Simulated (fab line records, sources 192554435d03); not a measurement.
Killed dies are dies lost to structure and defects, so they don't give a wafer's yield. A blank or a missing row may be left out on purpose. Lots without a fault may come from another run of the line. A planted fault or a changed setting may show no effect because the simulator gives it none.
Chamber matching | flow n5_finfet | N5_BEOL_M9_ETCH_65 on rie_diel-01: 4 sister chambers
The step etches SiARC in CF4, target depth 15.6 nm, time 26 s. 16 wafers are shown with their chamber, then 7 later ones without.

WAFERS WITH THEIR CHAMBER
wafer  | chamber | showerhead_plenum_p_Torr (Torr) | throttle_valve_pct (%) | oes_product_au (a.u.)
L337.1 | 3       | 2.14                            | 15.71                  | 0.62
L337.6 | 0       | 2.19                            | 15.63                  | 0.77
L339.2 | 0       | 2.19                            | 15.62                  | 0.77
L339.3 | 2       | 2.20                            | 15.36                  | 0.60
L339.4 | 1       | 2.27                            | 15.50                  | 0.73
L343.2 | 1       | 2.26                            | 15.52                  | 0.72
L343.3 | 3       | 2.13                            | 15.72                  | 0.62
L343.6 | 3       | 2.13                            | 15.74                  | 0.61
L347.1 | 1       | 2.26                            | 15.52                  | 0.70
L347.2 | 3       | 2.13                            | 15.75                  | 0.61
L347.4 | 0       | 2.18                            | 15.66                  | 0.75
L350.2 | 2       | 2.19                            | 15.39                  | 0.59
L350.4 | 3       | 2.13                            | 15.76                  | 0.61
L350.5 | 2       | 2.19                            | 15.39                  | 0.59
L351.3 | 2       | 2.19                            | 15.39                  | 0.59
L351.4 | 1       | 2.26                            | 15.53                  | 0.70

SIGNATURES (means of the wafers above)
reading                  | chamber 0 | chamber 1 | chamber 2 | chamber 3 | scatter within a chamber
showerhead_plenum_p_Torr | 2.1867    | 2.2625    | 2.1925    | 2.1320    | 0.00497
throttle_valve_pct       | 15.6367   | 15.5175   | 15.3825   | 15.7360   | 0.0176
oes_product_au           | 0.7633    | 0.7125    | 0.5925    | 0.6140    | 0.00973
Rule: a wafer's distance from a chamber is the root of the sum, over the readings, of the square of ((its reading less the chamber's mean) divided by the reading's scatter). The wafer belongs to the nearest chamber; if the next one is less than 2 further off, it can't be placed. The scatter: the root of (the sum of the squares of (reading less its chamber's mean) over the shown wafers, divided by (wafers less chambers)).

WAFERS WITHOUT THEIR CHAMBER
wafer  | showerhead_plenum_p_Torr (Torr) | throttle_valve_pct (%) | oes_product_au (a.u.)
L351.5 | 2.18                            | 15.65                  | 0.74
L357.1 | 2.17                            | 15.70                  | 0.72
L357.4 | 2.17                            | 15.68                  | 0.73
L357.5 | 2.17                            | 15.68                  | 0.72
L360.1 | 2.12                            | 15.79                  | 0.59
L360.2 | 2.17                            | 15.69                  | 0.73
L360.5 | 2.17                            | 15.69                  | 0.72

WHICH CHAMBER EACH WENT THROUGH
wafer  | from the rows above | in truth
L351.5 | 0                   | 0
L357.1 | 0                   | 0
L357.4 | 0                   | 0
L357.5 | 0                   | 0
L360.1 | 3                   | 3
L360.2 | 0                   | 0
L360.5 | 0                   | 0
Placed correctly: 7 of 7. Can't be placed from these rows: 0. Placed wrongly: 0.
